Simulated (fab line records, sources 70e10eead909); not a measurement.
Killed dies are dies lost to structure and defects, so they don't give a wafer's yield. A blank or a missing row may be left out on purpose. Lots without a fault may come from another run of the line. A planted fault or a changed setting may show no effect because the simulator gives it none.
A struck lot beside a sound one | flow nand_harc | 15 steps out of a route of 1159
Sound: wafers L435.2, L435.3, L435.5. Struck: wafer L442.4. (L442.5, L442.6 of the same lot were not struck and are left out.) The cause comes at the end.
At each step with rows: each side's tool, then ch and its chambers, then its first start. Under that, the readings that differ: sound wafers | struck wafers | difference of the means | sigmas: that difference in standard deviations of wafers without a fault.
alike: readings whose means differ by less than 2 such deviations, and words and numbers that are the same on both sides. not compared: withheld readings, readings that some wafer has no value for, bounds like >300 that may hide the same value, and numbers for which the record gives no deviation and whose values overlap.
The two part at a step that has a row with sigmas, a row that says differs or no value, or rows on one side only. Numbers that don't overlap but have no deviation are shown without sigmas and don't part them. A reading that every wafer of one side lacks parts them only if that side has two wafers or more.

NHARC_A_CONTACT_INSPECT_10:
  sound on defect_inspect-02, day 17 19:09; struck on defect_inspect-02, day 19 10:54
  alike: raw_defect_count
NHARC_A_CONTACT_DESCUM_13: chemistry O2, time 3 s.
  sound on rie_diel-01 ch 0,1,3, day 17 19:14; struck on rie_diel-07 ch 0, day 19 10:59
  reading               | sound             | struck | difference | sigmas
  oes_product_au (a.u.) | 1.006 1.015 0.993 | 1.019  | +0.014     | +2
  alike: drypump_motor_current_A, o2_flow_sccm, rf_vpp_V, showerhead_plenum_p_Torr, throttle_valve_pct
  not compared: rf_hours_counter_h
then, 1 step without rows for these wafers: NHARC_A_CONTACT_ETCH_88 (etches the open film in CF4, target depth 39 nm, time 65 s).
NHARC_A_CONTACT_ETCH_89: etches the open film in N2/H2, target depth 260 nm, time 475.3 s.
  sound on rie_diel-01 ch 0,3; struck on rie_diel-07 ch 1
  alike: drypump_motor_current_A, n2_flow_sccm, oes_product_au, rf_vpp_V, showerhead_plenum_p_Torr, throttle_valve_pct
  not compared: rf_hours_counter_h
then, 3 steps without rows for these wafers: NHARC_A_CONTACT_ETCH_30 (etches the open film in CF4/CHF3, target depth 60.5 nm, time 30.2 s); NHARC_A_CONTACT_ETCH_31 (etches the open film in O2/COS, target depth 2000 nm, time 520 s); NHARC_A_CONTACT_ETCH_134 (etches the open film in C4F8/O2/Ar, time 140 s, target depth 700 nm).
NHARC_A_CONTACT_ETCH_135: etches the open film in C4F8/O2/Ar, time 132 s, target depth 1287 nm.
  sound on har_cap_etch-01 ch 0,1, day 17 20:33; struck on har_cap_etch-03 ch 1, day 19 12:19
  not compared: rf_hours_counter_h
then, 3 steps without rows for these wafers: NHARC_A_CONTACT_ETCH_136 (etches the open film in C4F8/O2/Ar, time 132 s, target depth 1287 nm); NHARC_A_CONTACT_ETCH_137 (etches the open film in C4F8/O2/Ar, time 132 s, target depth 1287 nm); NHARC_A_CONTACT_ETCH_138 (etches the open film in C4F8/O2/Ar, time 132 s, target depth 1289 nm).
NHARC_A_CONTACT_ETCH_139: etches the open film in C4F8/O2/Ar, time 137 s, target depth 590 nm.
  sound on har_cap_etch-01 ch 0,1, day 17 21:02; struck on har_cap_etch-03 ch 1, day 19 13:01
  not compared: rf_hours_counter_h
NHARC_A_CONTACT_ETCH_92: etches the open film in CH3F/O2, target depth 40 nm, time 85.7 s.
  sound on rie_diel-01 ch 2,3, day 17 21:28; struck on rie_diel-07 ch 0, day 19 13:26
  reading                     | sound             | struck | difference | sigmas
  drypump_motor_current_A (A) | 5.5 6.3 6.3       | 5.0    | -1.0       | -3
  oes_product_au (a.u.)       | 0.925 0.945 0.935 | 0.756  | -0.179     | -7
  alike: o2_flow_sccm, rf_vpp_V, showerhead_plenum_p_Torr, throttle_valve_pct
  not compared: rf_hours_counter_h
NHARC_A_CONTACT_ETCH_98: etches the open film in C4F6/O2, target depth 20 nm, time 10 s.
  sound on rie_diel-01 ch 2,3; struck on rie_diel-07 ch 0
  reading                     | sound             | struck | difference | sigmas
  drypump_motor_current_A (A) | 6.3 5.6 6.3       | 5.1    | -1.0       | -3
  o2_flow_sccm (sccm)         | 20.05 19.92 19.93 | 20.15  | +0.18      | +3
  alike: oes_product_au, rf_vpp_V, showerhead_plenum_p_Torr, throttle_valve_pct
  not compared: rf_hours_counter_h
-- the record jumps here: 2 days lie between the struck wafers' starts before and after (it left off in module A_CONTACT and takes up again in module END, whose first step shown is number 1159 of the route) --
NHARC_END_SORT_01:
  sound on prober-02 ch 0, day 20 17:04; struck on prober-01 ch 0, day 21 23:59
  alike: killed_at_array, killed_at_other, killed_at_periphery, killed_dies, killed_open, killed_short

WHERE THEY PART
First at NHARC_A_CONTACT_DESCUM_13; last, within this record, at NHARC_A_CONTACT_ETCH_98. Later steps at which nothing parts them and some readings are alike: NHARC_END_SORT_01.

WHY: what the simulator had put in
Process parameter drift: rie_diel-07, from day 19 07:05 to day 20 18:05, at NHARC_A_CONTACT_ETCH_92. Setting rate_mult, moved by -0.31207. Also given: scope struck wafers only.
